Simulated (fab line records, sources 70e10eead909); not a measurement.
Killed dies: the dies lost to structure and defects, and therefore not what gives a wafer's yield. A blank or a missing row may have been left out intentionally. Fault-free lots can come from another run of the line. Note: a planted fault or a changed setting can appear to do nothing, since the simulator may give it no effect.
A struck lot beside a sound one ; flow nandHarc ; 13 steps out of a route of 1159
Sound: wafers L112.2, L112.3, L112.4. Struck: wafer L133.3 (left out: L133.1, L133.6 of the same lot, which were not struck); the cause appears at the end.
Each step with rows lists, per side, the tool, then ch with its chambers, then its first start. Under that, the readings that differ: sound wafers ; struck wafers ; difference of the means ; sigmas: that difference in standard deviations of wafers without a fault.
alike: readings with means less than 2 such deviations apart, plus words and numbers identical on both sides. not compared: withheld readings, readings lacking a value on some wafer, bounds such as >300 that could conceal the same value, and numbers that have no deviation in the record and whose values overlap.
A row with sigmas, a row that says differs or no value, or rows on one side alone: a step with any of these is where the two part. Numbers that have no deviation but don't overlap get no sigmas and don't part them. A reading that every wafer of one side lacks parts them only if that side has two wafers or more.

first, 1 step without rows for these wafers: NHARC_A_STAIRCASE_HARDBAKE_218 (time 140 s).
NHARC_A_STAIRCASE_DESCUM_219: chemistry O2, time 3 s.
  sound on rieDiel-03 ch 0,1,2, day 11 00:50; struck on rieDiel-02 ch 0, day 16 14:37
reading;sound;struck;difference;sigmas
rfHoursCounterH (h);6 6 7;13;+7;
  alike: drypumpMotorCurrentA, o2FlowSccm, oesProductAu, rfVppV, showerheadPlenumPTorr, throttleValvePct
NHARC_A_STAIRCASE_TRIM_220: chemistry O2, time 211.2 s.
  sound on rieDiel-03 ch 0,1,3, day 11 00:55; struck on rieDiel-02 ch 2, day 16 14:41
reading;sound;struck;difference;sigmas
rfHoursCounterH (h);6 6 6;12;+6;
showerheadPlenumPTorr (Torr);3.42 3.33 3.30;3.77;+0.42;+2
  alike: drypumpMotorCurrentA, o2FlowSccm, oesProductAu, rfVppV, throttleValvePct
then, 2 steps without rows for these wafers: NHARC_A_STAIRCASE_ETCH_221 (etches the open film in C4F8/O2, target depth 100 nm, time 40.5 s); NHARC_A_STAIRCASE_TRIM_222 (chemistry O2, time 211.2 s).
NHARC_A_STAIRCASE_ETCH_223: etches the open film in C4F8/O2, target depth 100 nm, time 40.5 s.
  sound on rieDiel-03 ch 0,1,2; struck on rieDiel-02 ch 3
reading;sound;struck;difference;sigmas
rfHoursCounterH (h);7 7 6;12;+5;
  alike: oesProductAu, rfFwdPowerW, rfVppV
then, 1 step without rows for these wafers: NHARC_A_STAIRCASE_TRIM_224 (chemistry O2, time 211.2 s).
NHARC_A_STAIRCASE_ETCH_225: etches the open film in C4F8/O2, target depth 100 nm, time 40.5 s.
  sound on rieDiel-03 ch 0,1,3; struck on rieDiel-02 ch 2
reading;sound;struck;difference;sigmas
rfHoursCounterH (h);6 7 6;13;+7;
rfVppV (V);891 886 889;904;+15;+2
  alike: oesProductAu, rfFwdPowerW
then, 1 step without rows for these wafers: NHARC_A_STAIRCASE_TRIM_226 (chemistry O2, time 211.2 s).
NHARC_A_STAIRCASE_ETCH_227: etches the open film in C4F8/O2, target depth 100 nm, time 40.5 s.
  sound on rieDiel-03 ch 0,1,3; struck on rieDiel-02 ch 2
reading;sound;struck;difference;sigmas
rfHoursCounterH (h);7 6 7;13;+6;
rfVppV (V);887 890 888;904;+16;+2
  alike: oesProductAu, rfFwdPowerW
then, 1 step without rows for these wafers: NHARC_A_STAIRCASE_TRIM_229 (chemistry O2, time 211.2 s).
NHARC_A_STAIRCASE_ETCH_230: etches the open film in C4F8/O2, target depth 100 nm, time 40.5 s.
  sound on rieDiel-02 ch 1,2,3, day 11 02:28; struck on rieDiel-03 ch 2, day 16 15:56
reading;sound;struck;difference;sigmas
oesProductAu (a.u.);0.961 0.971 0.941;1.192;+0.234;+13
rfFwdPowerW (W);595 593 598;834;+239;+80
rfHoursCounterH (h);33 32 34;56;+23;
  alike: rfVppV
then, 1 step without rows for these wafers: NHARC_A_STAIRCASE_TRIM_231 (chemistry O2, time 211.2 s).

WHERE THEY PART
At NHARC_A_STAIRCASE_TRIM_220 first; at NHARC_A_STAIRCASE_ETCH_230 last (within this record only).

WHY: the cause the simulator had injected
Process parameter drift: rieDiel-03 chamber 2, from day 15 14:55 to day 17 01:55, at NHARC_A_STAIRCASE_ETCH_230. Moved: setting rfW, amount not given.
